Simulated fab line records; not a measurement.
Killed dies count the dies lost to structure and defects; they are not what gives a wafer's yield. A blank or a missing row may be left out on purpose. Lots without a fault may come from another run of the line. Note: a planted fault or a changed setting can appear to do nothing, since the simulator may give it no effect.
Which tool did it?    flow nand harc    Sampling: 11 lots, 33 wafers, 5 of 1159 route steps

## WHAT THE GAUGES SHOWED, per wafer
NHARC_END_SORT_01. Usual: killed at array 25, standard deviation 9.8; killed at other 0.8, standard deviation 1.1; killed at periphery 3.3, standard deviation 2.1; killed dies 29, standard deviation 10; killed open 3.3, standard deviation 1.8; killed short 1.9, standard deviation 1.4.
lot   measured      on         killed at array  killed at other  killed at periphery  killed dies  killed open  killed short  flag
L833  day 20 16:31  prober-02  23 19 26         0 0 0            4 2 4                27 21 30     3 4 7        3 1 3         
L834  day 21 00:17  prober-02  11 12 13         0 0 0            4 2 3                15 14 16     3 2 6        5 1 1         
L836  day 20 19:42  prober-01  40 32 25         2 1 4            2 6 5                44 39 34     3 5 2        2 2 2         
L843  day 23 20:12  prober-01  14 14 13         1 0 0            5 4 2                20 18 15     6 5 4        2 3 2         
L848  day 24 12:32  prober-01  17 19 18         2 1 1            5 0 3                24 20 22     5 2 4        1 2 1         
L853  day 25 05:35  prober-02  22 31 33         0 0 0            0 3 1                22 34 34     1 5 2        1 2 2         

## WHICH TOOL RAN EACH LOT (tool, then ch and the chambers of the sampled wafers, then the start)
lot   NHARC_A_STAIRCASE_ETCH_313          NHARC_A_STAIRCASE_ETCH_453                     NHARC_A_STAIRCASE_DEP_325        NHARC_A_STAIRCASE_DESCUM_443
L831  rie diel-05 ch 2,3, day 12 04:15    rie diel-05 ch 0,2,3, day 13 12:35 or earlier  pecvd-04 ch 0,1,2, day 13 12:35  rie diel-05 ch 0,1,3, day 13 22:20
L832  rie diel-05 ch 0,1,2, day 12 06:11  rie diel-05 ch 0,1, day 13 18:57 or earlier    pecvd-02 ch 1,2, day 13 18:57    rie diel-05 ch 1,2,3, day 14 03:17
L833  rie diel-05 ch 0,1,2, day 12 13:26  rie diel-05 ch 0,1,3, day 13 18:59 or earlier  pecvd-01 ch 1,2, day 13 18:59    rie diel-04 ch 0,1,3, day 14 03:36
L834  rie diel-05 ch 1,2,3, day 12 15:29  rie diel-05 ch 0,2, day 13 22:24 or earlier    pecvd-01 ch 1,2, day 13 22:24    rie diel-11 ch 0,2, day 14 07:05
L836  rie diel-05 ch 2,3, day 13 00:37    rie diel-05 ch 0,1,2, day 14 13:03 or earlier  pecvd-01 ch 1,2, day 14 13:03    rie diel-04 ch 1,3, day 14 21:38
L837  rie diel-11 ch 0,2,3, day 13 06:03  rie diel-11 ch 0,2,3, day 14 18:17 or earlier  pecvd-01 ch 1,2, day 14 18:17    rie diel-05 ch 0,2,3, day 15 02:55
L843  rie diel-11 ch 0,1,2, day 15 09:24  rie diel-11 ch 0,1,3, day 16 18:56 or earlier  pecvd-01 ch 1,2, day 16 18:56    rie diel-05 ch 0,1,2, day 17 04:42
L844  rie diel-05 ch 0,2,3, day 15 14:34  rie diel-05 ch 0,2,3, day 17 02:38 or earlier  pecvd-01 ch 0,1,2, day 17 02:38  rie diel-05 ch 0,1,2, day 17 12:23
L848  rie diel-11 ch 0,3, day 16 06:04    rie diel-04 ch 1,2,3, day 16 06:54             pecvd-02 ch 1,2, day 17 18:32    rie diel-11 ch 0,1,3, day 18 03:18
L849  rie diel-05 ch 0,3, day 16 12:04    rie diel-05 ch 0,2,3, day 17 19:02 or earlier  pecvd-04 ch 1,2, day 17 19:02    rie diel-05 ch 1,2, day 18 03:08
L853  rie diel-05 ch 0,2,3, day 17 07:01  rie diel-05 ch 1,3, day 18 15:42 or earlier    pecvd-04 ch 0,1, day 18 15:42    rie diel-05 ch 1,2,3, day 18 23:41
- NHARC_A_STAIRCASE_ETCH_313: etches the open film in CF4/CHF3.
- NHARC_A_STAIRCASE_ETCH_453: etches the open film in CF4/O2, target depth 30 nm, overetch 3 nm, time 16.5 s.
- NHARC_A_STAIRCASE_DEP_325: deposits SiO2, target thk 3800 nm.
- NHARC_A_STAIRCASE_DESCUM_443: chemistry O2, time 3 s.

## WHAT THE TOOLS THEMSELVES READ (means of the sampled wafers that have a number; where no wafer has one, the mark that the record gives instead)
NHARC_A_STAIRCASE_ETCH_313. Usual: drypump motor current A 5.8 A, standard deviation 0.33; mfc ar sccm 0.002 sccm, standard deviation 0.0054; oes product au 0.946 a.u., standard deviation 0.021; rf vpp V 370.4 V, standard deviation 1.9; showerhead plenum p Torr 1.57 Torr, standard deviation 0.051; throttle valve pct 16.803 %, standard deviation 0.0099.
lot   tool         drypump motor current A (A)  mfc ar sccm (sccm)  oes product au (a.u.)  rf vpp V (V)  showerhead plenum p Torr (Torr)  throttle valve pct (%)  flag
L831  rie diel-05  5.6                          0.000               0.975                  370.0         1.54                             16.812                  
L832  rie diel-05  5.8                          0.006               0.933                  371.2         1.59                             16.802                  
L833  rie diel-05  5.8                          0.006               0.928                  371.4         1.59                             16.799                  
L834  rie diel-05  5.8                          0.006               0.935                  369.5         1.56                             16.809                  
L836  rie diel-05  5.8                          0.000               0.966                  369.2         1.51                             16.806                  
L837  rie diel-11  5.8                          0.000               0.927                  372.5         1.62                             16.798                  
L843  rie diel-11  5.6                          0.002               0.941                  372.0         1.61                             16.806                  
L844  rie diel-05  5.8                          0.000               0.966                  369.1         1.54                             16.800                  
L848  rie diel-11  5.7                          0.000               0.931                  371.1         1.59                             16.804                  
L849  rie diel-05  6.0                          0.000               0.944                  367.4         1.51                             16.798                  
L853  rie diel-05  5.8                          0.000               0.972                  369.7         1.53                             16.800                  

NHARC_A_STAIRCASE_ETCH_453. Usual: value, then standard deviation, for each; drypump motor current A 5.8 A / 0.32; mfc ar sccm 0.003 sccm / 0.0058; oes_f_703_au 0.999 a.u. / 0.0045; oes product au 1.004 a.u. / 0.0084; rf vpp V 197.9 V / 1.2; showerhead plenum p Torr 1.33 Torr / 0.043; throttle valve pct 13.397 % / 0.0085.
lot   tool         drypump motor current A (A)  mfc ar sccm (sccm)  oes_f_703_au (a.u.)  oes product au (a.u.)  rf vpp V (V)  showerhead plenum p Torr (Torr)  throttle valve pct (%)  flag
L831  rie diel-05  5.8                          0.000               1.002                1.000                  197.2         1.31                             13.394                  
L832  rie diel-05  6.0                          0.011               0.996                1.009                  198.6         1.37                             13.409                  
L833  rie diel-05  6.0                          0.006               0.999                1.004                  197.7         1.33                             13.400                  
L834  rie diel-05  5.9                          0.000               1.003                1.013                  198.7         1.33                             13.403                  
L836  rie diel-05  5.8                          0.006               0.995                1.012                  198.6         1.35                             13.398                  
L837  rie diel-11  5.8                          0.000               0.993                1.008                  198.3         1.38                             13.401                  
L843  rie diel-11  5.6                          0.002               1.000                1.001                  198.5         1.35                             13.397                  
L844  rie diel-05  5.8                          0.000               1.001                1.002                  197.6         1.30                             13.389                  
L848  rie diel-04  5.6                          0.000               1.001                0.996                  197.9         1.32                             13.402                  
L849  rie diel-05  5.8                          0.000               1.004                1.004                  197.9         1.30                             13.399                  
L853  rie diel-05  6.0                          0.011               0.999                1.001                  198.8         1.34                             13.390                  

NHARC_A_STAIRCASE_DEP_325. Usual: heater power w 711 W, standard deviation 130; mfc precursor sccm 200.0 sccm, standard deviation 0.58.
lot   tool      heater power w (W)  mfc precursor sccm (sccm)  flag
L831  pecvd-04  634                 200.2                      
L832  pecvd-02  665                 199.9                      
L833  pecvd-01  849                 199.7                      
L834  pecvd-01  864                 200.4                      
L836  pecvd-01  764                 199.4                      
L837  pecvd-01  868                 200.2                      
L843  pecvd-01  887                 215.1                      OFF
L844  pecvd-01  681                 215.8                      OFF
L848  pecvd-02  703                 200.8                      
L849  pecvd-04  678                 200.6                      
L853  pecvd-04  745                 200.4                      

NHARC_A_STAIRCASE_DESCUM_443. Usual: drypump motor current A 5.7 A, standard deviation 0.35; mfc ar sccm 0.003 sccm, standard deviation 0.0056; oes product au 1.004 a.u., standard deviation 0.0082; rf vpp V 57.7 V, standard deviation 0.87; showerhead plenum p Torr 1.91 Torr, standard deviation 0.063; throttle valve pct 11.311 %, standard deviation 0.0081.
lot   tool         drypump motor current A (A)  mfc ar sccm (sccm)  oes product au (a.u.)  rf vpp V (V)  showerhead plenum p Torr (Torr)  throttle valve pct (%)  flag
L831  rie diel-05  6.0                          0.006               1.010                  58.8          1.90                             11.310                  
L832  rie diel-05  5.8                          0.006               0.998                  58.0          1.89                             11.307                  
L833  rie diel-04  5.7                          0.004               1.001                  57.7          1.93                             11.316                  
L834  rie diel-11  5.5                          0.000               1.004                  57.3          1.95                             11.310                  
L836  rie diel-04  5.4                          0.000               0.995                  57.5          1.90                             11.312                  
L837  rie diel-05  5.8                          0.000               1.011                  57.9          1.87                             11.311                  
L843  rie diel-05  5.9                          0.006               0.996                  57.7          1.92                             11.304                  
L844  rie diel-05  5.9                          0.006               1.013                  58.1          1.92                             11.315                  
L848  rie diel-11  5.6                          0.002               1.005                  58.3          1.93                             11.305                  
L849  rie diel-05  5.6                          0.006               1.004                  57.3          1.91                             11.311                  
L853  rie diel-05  5.8                          0.006               1.005                  57.3          1.88                             11.309                  

## THE ANSWER, worked out from the rows above alone
Rule: take the mean of a lot's wafers that have a number; if it is more than 3 standard deviations from the usual mean, the lot is off. Also off: a lot with no number at a reading for which 4 or more lots have one. Any other lot the step has rows for is counted as sound. The gauges are gone through in route order, then the tools' own readings, and for those a lot's mean is taken as printed above. The first step at which some lot is off is used, and at that step the reading that is off furthest; a lot without a number counts as furthest.
Off at NHARC_A_STAIRCASE_DEP_325 (mfc precursor sccm): L843, L844.
A tool fits if, at that step or a process step before it, it ran every lot that is off, and no sound lot after the first of them. With no start given for some of its lots, NHARC_A_STAIRCASE_ETCH_453 uses the hours and lot order of NHARC_A_STAIRCASE_DEP_325. One fits: NHARC_A_STAIRCASE_DEP_325 on pecvd-01. A fault onset in the window from L837 (day 14 18:17, its last sound lot) to L843 (day 16 18:56, its first lot off) fits.
The tool's own readings at NHARC_A_STAIRCASE_DEP_325 bear it out: on the lots that are off they differ by more than 5 times the standard deviation of the sound lots' means. mfc precursor sccm reads 215.4 sccm there against 200.2 sccm on the sound lots.

## WHAT WAS PUT IN BY THE SIMULATOR
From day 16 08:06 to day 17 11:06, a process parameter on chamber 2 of pecvd-01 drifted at NHARC_A_STAIRCASE_DEP_325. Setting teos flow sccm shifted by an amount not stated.
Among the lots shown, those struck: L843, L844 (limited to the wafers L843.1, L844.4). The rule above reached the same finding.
